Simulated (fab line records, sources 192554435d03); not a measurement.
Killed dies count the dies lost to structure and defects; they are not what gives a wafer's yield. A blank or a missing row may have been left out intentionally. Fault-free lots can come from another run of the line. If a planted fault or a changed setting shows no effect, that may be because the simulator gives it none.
Chamber matching | flow n5-finfet | rie-diel-02 running N5_MOL_CONTACT_COAG_ETCH_90: 4 sister chambers
The step etches SiARC in CF4, target depth 13 nm, time 21.7 s. 4 wafers are shown with their chamber, then 10 later ones without.

## WAFERS PAIRED WITH THEIR CHAMBERS
wafer  | chamber | drypump-motor-current-A (A)
L084.1 | 0       | 5.3
L086.3 | 2       | 5.2
L087.1 | 3       | 5.6
L087.4 | 1       | 6.2

## WAFERS WITH NO CHAMBER GIVEN
wafer  | drypump-motor-current-A (A)
L087.5 | 6.2
L089.1 | 5.3
L089.4 | 5.2
L089.5 | 5.2
L090.1 | 5.3
L090.2 | 6.2
L090.5 | 6.3
L097.1 | 5.2
L097.3 | 5.6
L097.5 | 5.2

## WHICH CHAMBER EACH ONE RAN IN
wafer  | from the rows above | in truth
L087.5 | 1                   | 1
L089.1 | 0                   | 0
L089.4 | 2                   | 2
L089.5 | 2                   | 2
L090.1 | 0                   | 0
L090.2 | 1                   | 1
L090.5 | 1                   | 1
L097.1 | 2                   | 2
L097.3 | 3                   | 3
L097.5 | 2                   | 2
Correct placement for 10 of the 10. Left unplaced by these rows: 0. Placed wrongly: 0.
How it was worked out, from the rows above alone: a wafer's distance from a chamber is the root of the sum, over the readings, of the square of ((its reading less the chamber's mean) divided by the reading's scatter). If the next closest chamber is less than 2 further off than the closest, the wafer can't be placed; otherwise it belongs to the closest. The mean given for a chamber averages the wafers shown for that chamber. The scatter: root of mean squared gap, hidden wafer to nearest shown wafer, with one shown wafer a chamber.
